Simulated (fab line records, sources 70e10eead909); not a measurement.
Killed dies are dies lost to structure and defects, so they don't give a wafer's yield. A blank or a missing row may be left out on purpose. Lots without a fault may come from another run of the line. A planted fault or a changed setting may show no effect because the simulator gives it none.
Which tool did it? | flow nand_harc | 13 lots, 39 wafers sampled, at 5 steps of a route of 1159

WHAT THE GAUGES READ, wafer by wafer
NHARC_A_M0_OVL_MEAS_10: pitch 160 nm.
lot  | measured     | on         | overlay_x_nm (nm) | overlay_y_nm (nm)
L184 | day 17 16:50 | overlay-01 | -0.4 0.0 0.2      | 1.1 0.5 1.3
L185 | day 17 21:59 | overlay-01 | -0.4 0.0 -0.1     | 0.6 0.2 -0.1
L187 | day 17 22:34 | overlay-01 | -0.5 -0.4 -0.6    | 1.0 1.9 1.4
L186 | day 18 01:56 | overlay-01 | -1.6 -1.7 -1.4    | 0.6 0.8 0.8
L189 | day 18 03:42 | overlay-02 | -0.6 -1.6 -1.1    | 1.5 1.4 1.4
L188 | day 18 10:02 | overlay-01 | 0.6 1.0 1.0       | -0.4 -0.5 -0.3
L190 | day 18 21:15 | overlay-02 | 0.0 0.0 -0.2      | 0.9 0.3 0.1
L192 | day 19 16:29 | overlay-02 | 0.4 0.4 0.1       | 1.6 1.5 1.4
L191 | day 19 16:54 | overlay-01 | 0.9 0.5 1.2       | -2.4 -2.1 -2.3
L193 | day 20 02:35 | overlay-01 | -0.3 0.1 0.1      | 1.1 1.6 1.5
L195 | day 20 09:32 | overlay-02 | 0.3 0.7 0.2       | 0.4 0.6 0.2
L197 | day 20 21:59 | overlay-01 | 1.1 1.1 1.4       | -0.3 -0.2 -0.2
L203 | day 23 11:01 | overlay-02 | -0.9 -1.6 -0.8    | -0.5 -0.7 -0.8

NHARC_END_SORT_01.
lot  | measured     | on        | defect_limited_yield (%) | killed_at_array | killed_at_other | killed_at_periphery | killed_dies | killed_open | killed_short | sort_bin_2_pct (%) | sort_bin_3_pct (%) | sort_bin_4_pct (%) | sort_n_pass | sort_rim_yield_pct (%) | sort_yield_pct (%)
L184 | day 19 12:16 | prober-02 | 94.2 96.0 96.8           | 33 23 16        | 3 2 2           | 3 2 4               | 39 27 22    | 3 4 1       | 3 1 0        | 0.7 0.9 1.0        | 0.44 0.44 0.44     | 4.6 2.7 1.8        | 638 650 655 | 90 92 94               | 94.2 96.0 96.8
L186 | day 20 03:12 | prober-01 | 95.9 96.8 96.6           | 22 19 21        | 0 0 1           | 6 3 1               | 28 22 23    | 3 0 1       | 3 1 1        | 1.8 1.3 1.6        | 0.15 0.15 0.30     | 2.2 1.8 1.5        | 649 655 654 | 93 94 93               | 95.9 96.8 96.6
L203 | day 25 10:31 | prober-01 | 96.2 95.4 94.7           | 24 30 30        | 0 0 0           | 2 1 6               | 26 31 36    | 1 5 9       | 4 1 0        | 2.2 1.3 1.8        | 0.30 0.59 0.44     | 1.3 2.7 3.1        | 651 646 641 | 93 91 90               | 96.2 95.4 94.7

WHICH TOOL RAN EACH LOT (tool, then ch and the chambers of the sampled wafers, then the start)
lot  | NHARC_A_BLC_DEGAS_30         | NHARC_A_BLC_ALD_23                  | NHARC_A_M0_SOFTBAKE_04
L184 | pvd_sputter-03, day 17 10:09 | ald_metal-02 ch 0,1,2, day 17 10:23 | litho_track-04 ch 0, day 17 16:00
L185 | pvd_sputter-01, day 17 19:32 | ald_metal-04 ch 1,2,3, day 17 19:48 | litho_track-04 ch 0, day 17 21:00
L187 | pvd_sputter-01, day 17 20:19 | ald_metal-03 ch 1,3, day 17 20:34   | litho_track-04 ch 0, day 17 22:00
L186 | pvd_sputter-02, day 17 23:40 | ald_metal-02 ch 0,2, day 17 23:55   | litho_track-06 ch 0, day 18 01:00
L189 | pvd_sputter-01, day 18 01:16 | ald_metal-03 ch 0,2,3, day 18 01:31 | litho_track-01 ch 0, day 18 03:00
L188 | pvd_sputter-01, day 18 05:47 | ald_metal-03 ch 0,1, day 18 06:01   | litho_track-06 ch 0, day 18 09:00
L190 | pvd_sputter-01, day 18 11:11 | ald_metal-02 ch 2,3, day 18 11:25   | litho_track-01 ch 0, day 18 20:00
L192 | pvd_sputter-02, day 19 10:32 | ald_metal-02 ch 0,1,3, day 19 10:48 | litho_track-06 ch 0, day 19 15:00
L191 | pvd_sputter-01, day 19 10:47 | ald_metal-03 ch 0,1,2, day 19 11:03 | litho_track-04 ch 0, day 19 16:00
L193 | pvd_sputter-02, day 19 22:17 | ald_metal-03 ch 0,1, day 19 22:31   | litho_track-04 ch 0, day 20 02:00
L195 | pvd_sputter-01, day 20 03:29 | ald_metal-02 ch 0,1,2, day 20 03:44 | litho_track-01 ch 0, day 20 09:00
L197 | pvd_sputter-03, day 20 17:25 | ald_metal-02 ch 0,2,3, day 20 17:40 | litho_track-04 ch 0, day 20 21:00
L203 | pvd_sputter-02, day 23 05:47 | ald_metal-02 ch 1,2,3, day 23 06:05 | litho_track-04 ch 0, day 23 10:00
- NHARC_A_BLC_DEGAS_30: time 60 s.
- NHARC_A_BLC_ALD_23: deposits TiN, target thk 3 nm, pulse time 1 s, ald cycles 150.
- NHARC_A_M0_SOFTBAKE_04: time 55 s.

WHAT THE TOOLS THEMSELVES READ (means of the sampled wafers that have a number; where no wafer has one, the mark that the record gives instead)
NHARC_A_BLC_DEGAS_30.
lot  | tool           | heater_power_w (W)
L184 | pvd_sputter-03 | 455
L185 | pvd_sputter-01 | 458
L187 | pvd_sputter-01 | 401
L186 | pvd_sputter-02 | 469
L189 | pvd_sputter-01 | 512
L188 | pvd_sputter-01 | 462
L190 | pvd_sputter-01 | 507
L192 | pvd_sputter-02 | 509
L191 | pvd_sputter-01 | 461
L193 | pvd_sputter-02 | 499
L195 | pvd_sputter-01 | 446
L197 | pvd_sputter-03 | 470
L203 | pvd_sputter-02 | 470

NHARC_A_BLC_ALD_23.
lot  | tool         | heater_power_w (W) | precursor_pulse_height_rel
L184 | ald_metal-02 | 1060               | 0.996
L185 | ald_metal-04 | 1229               | 1.017
L187 | ald_metal-03 | 1087               | 0.987
L186 | ald_metal-02 | 1029               | 0.996
L189 | ald_metal-03 | 1135               | 1.016
L188 | ald_metal-03 | 1021               | 1.007
L190 | ald_metal-02 | 921                | 1.019
L192 | ald_metal-02 | 1046               | 0.997
L191 | ald_metal-03 | 1063               | 1.020
L193 | ald_metal-03 | 1041               | 1.006
L195 | ald_metal-02 | 1065               | 1.009
L197 | ald_metal-02 | 974                | 1.012
L203 | ald_metal-02 | 1016               | 1.007

NHARC_A_M0_SOFTBAKE_04.
lot  | tool           | heater_power_total_W (W)
L184 | litho_track-04 | 188.53
L185 | litho_track-04 | 188.33
L187 | litho_track-04 | 188.56
L186 | litho_track-06 | 188.48
L189 | litho_track-01 | 188.36
L188 | litho_track-06 | 188.47
L190 | litho_track-01 | 188.37
L192 | litho_track-06 | 188.35
L191 | litho_track-04 | 188.42
L193 | litho_track-04 | 188.41
L195 | litho_track-01 | 188.49
L197 | litho_track-04 | 188.29
L203 | litho_track-04 | 233.44

THE ANSWER, worked out from the rows above alone
Rule: what is usual is taken from the lots themselves. Put in order of their means at a reading, lots are off if they are a third of the lots or fewer, leave a main group of 4 or more, and stand apart from it by a gap of 3 or more times the standard deviation of the main group's means; of several such gaps the widest counts. A main group whose means are all the same, to the digits that the tables above print for the reading, isn't used. A lot without any number at a reading at which 4 lots or more have one is off too. The other lots that the step has rows for count as sound. The gauges are gone through in route order, then the tools' own readings, and for those a lot's mean is taken as printed above. The first step at which some lot is off is used, and at that step the reading that is off furthest; a lot without a number counts as furthest.
Off: L203, at NHARC_A_M0_SOFTBAKE_04 (heater_power_total_W). The main group: mean 188.42 W, standard deviation 0.081.
A tool fits if, at that step or a process step before it, it ran every lot that is off, and no sound lot after the first of them. Can't be told from this: 3 tools fit, pvd_sputter-02 at NHARC_A_BLC_DEGAS_30, ald_metal-02 at NHARC_A_BLC_ALD_23, litho_track-04 at NHARC_A_M0_SOFTBAKE_04.

WHAT THE SIMULATOR HAD PUT IN
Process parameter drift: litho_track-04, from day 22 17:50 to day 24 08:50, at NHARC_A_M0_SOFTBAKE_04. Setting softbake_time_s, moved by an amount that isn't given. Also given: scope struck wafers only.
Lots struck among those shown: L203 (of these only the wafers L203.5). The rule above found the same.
